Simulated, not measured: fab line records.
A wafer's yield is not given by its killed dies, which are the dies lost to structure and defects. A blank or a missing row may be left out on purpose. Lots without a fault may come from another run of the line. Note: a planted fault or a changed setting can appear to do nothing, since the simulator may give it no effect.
Matching of chambers || flow nand-harc || NHARC_A_STAIRCASE_DESCUM_270 on rie-diel-03: 4 sister chambers
The step chemistry O2, time 3 s. 16 wafers are shown with their chamber, then 8 later ones without.

## WAFERS, EACH WITH ITS CHAMBER
{"wafer": "L076.2", "chamber": 1, "showerhead-plenum-p-Torr (Torr)": 1.90, "rf-vpp-V (V)": 59.2, "oes-product-au (a.u.)": 0.989}
{"wafer": "L076.4", "chamber": 2, "showerhead-plenum-p-Torr (Torr)": 1.89, "rf-vpp-V (V)": 57.2, "oes-product-au (a.u.)": 0.998}
{"wafer": "L076.6", "chamber": 0, "showerhead-plenum-p-Torr (Torr)": 1.79, "rf-vpp-V (V)": 56.7, "oes-product-au (a.u.)": 0.998}
{"wafer": "L080.2", "chamber": 3, "showerhead-plenum-p-Torr (Torr)": 1.92, "rf-vpp-V (V)": 57.2, "oes-product-au (a.u.)": 1.007}
{"wafer": "L080.3", "chamber": 2, "showerhead-plenum-p-Torr (Torr)": 1.88, "rf-vpp-V (V)": 56.7, "oes-product-au (a.u.)": 1.004}
{"wafer": "L080.5", "chamber": 1, "showerhead-plenum-p-Torr (Torr)": 1.89, "rf-vpp-V (V)": 57.5, "oes-product-au (a.u.)": 0.989}
{"wafer": "L083.2", "chamber": 1, "showerhead-plenum-p-Torr (Torr)": 1.89, "rf-vpp-V (V)": 56.4, "oes-product-au (a.u.)": 1.010}
{"wafer": "L083.4", "chamber": 3, "showerhead-plenum-p-Torr (Torr)": 1.91, "rf-vpp-V (V)": 57.8, "oes-product-au (a.u.)": 1.003}
{"wafer": "L083.6", "chamber": 1, "showerhead-plenum-p-Torr (Torr)": 1.89, "rf-vpp-V (V)": 59.5, "oes-product-au (a.u.)": 0.996}
{"wafer": "L084.3", "chamber": 0, "showerhead-plenum-p-Torr (Torr)": 1.79, "rf-vpp-V (V)": 56.0, "oes-product-au (a.u.)": 1.015}
{"wafer": "L084.4", "chamber": 3, "showerhead-plenum-p-Torr (Torr)": 1.91, "rf-vpp-V (V)": 58.2, "oes-product-au (a.u.)": 1.012}
{"wafer": "L084.5", "chamber": 0, "showerhead-plenum-p-Torr (Torr)": 1.79, "rf-vpp-V (V)": 56.3, "oes-product-au (a.u.)": 1.018}
{"wafer": "L088.1", "chamber": 2, "showerhead-plenum-p-Torr (Torr)": 1.87, "rf-vpp-V (V)": 58.3, "oes-product-au (a.u.)": 1.009}
{"wafer": "L088.5", "chamber": 1, "showerhead-plenum-p-Torr (Torr)": 1.88, "rf-vpp-V (V)": 57.2, "oes-product-au (a.u.)": 1.001}
{"wafer": "L088.6", "chamber": 2, "showerhead-plenum-p-Torr (Torr)": 1.87, "rf-vpp-V (V)": 59.3, "oes-product-au (a.u.)": 1.007}
{"wafer": "L090.2", "chamber": 1, "showerhead-plenum-p-Torr (Torr)": 1.88, "rf-vpp-V (V)": 58.5, "oes-product-au (a.u.)": 1.008}

SIGNATURES, as means of the wafers listed above
{"reading": "showerhead-plenum-p-Torr", "chamber 0": 1.7900, "chamber 1": 1.8883, "chamber 2": 1.8775, "chamber 3": 1.9133, "scatter within a chamber": 0.00722}
{"reading": "rf-vpp-V", "chamber 0": 56.333, "chamber 1": 58.050, "chamber 2": 57.875, "chamber 3": 57.733, "scatter within a chamber": 1.01}
{"reading": "oes-product-au", "chamber 0": 1.01033, "chamber 1": 0.99883, "chamber 2": 1.00450, "chamber 3": 1.00733, "scatter within a chamber": 0.00794}
Rule: distance of a wafer from a chamber = root of the sum over the readings of ((wafer's reading minus chamber's mean) / reading's scatter) squared. If the next closest chamber is less than 2 further off than the closest, the wafer can't be placed; otherwise it belongs to the closest. The scatter: the root of (the sum of the squares of (reading less its chamber's mean) over the shown wafers, divided by (wafers less chambers)).

## WAFERS MISSING THEIR CHAMBER
{"wafer": "L090.3", "showerhead-plenum-p-Torr (Torr)": 1.87, "rf-vpp-V (V)": 57.5, "oes-product-au (a.u.)": 1.018}
{"wafer": "L090.4", "showerhead-plenum-p-Torr (Torr)": 1.91, "rf-vpp-V (V)": 57.5, "oes-product-au (a.u.)": 1.011}
{"wafer": "L091.2", "showerhead-plenum-p-Torr (Torr)": 1.87, "rf-vpp-V (V)": 58.5, "oes-product-au (a.u.)": 1.009}
{"wafer": "L091.4", "showerhead-plenum-p-Torr (Torr)": 1.78, "rf-vpp-V (V)": 56.9, "oes-product-au (a.u.)": 1.008}
{"wafer": "L091.6", "showerhead-plenum-p-Torr (Torr)": 1.87, "rf-vpp-V (V)": 58.2, "oes-product-au (a.u.)": 1.012}
{"wafer": "L095.3", "showerhead-plenum-p-Torr (Torr)": 1.88, "rf-vpp-V (V)": 56.3, "oes-product-au (a.u.)": 1.006}
{"wafer": "L095.4", "showerhead-plenum-p-Torr (Torr)": 1.87, "rf-vpp-V (V)": 56.9, "oes-product-au (a.u.)": 1.010}
{"wafer": "L095.6", "showerhead-plenum-p-Torr (Torr)": 1.77, "rf-vpp-V (V)": 57.0, "oes-product-au (a.u.)": 1.007}

## EACH ONE'S CHAMBER
{"wafer": "L090.3", "from the rows above": "can't be placed: 2 or 1", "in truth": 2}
{"wafer": "L090.4", "from the rows above": 3, "in truth": 3}
{"wafer": "L091.2", "from the rows above": "can't be placed: 2 or 1", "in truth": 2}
{"wafer": "L091.4", "from the rows above": 0, "in truth": 0}
{"wafer": "L091.6", "from the rows above": "can't be placed: 2 or 1", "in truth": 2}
{"wafer": "L095.3", "from the rows above": "can't be placed: 2 or 1", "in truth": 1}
{"wafer": "L095.4", "from the rows above": "can't be placed: 2 or 1", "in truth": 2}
{"wafer": "L095.6", "from the rows above": 0, "in truth": 0}
Correctly placed: 3 of 8. Unplaceable from these rows: 5, with the true chamber sitting among the candidates in 5. Number placed wrongly: 0.
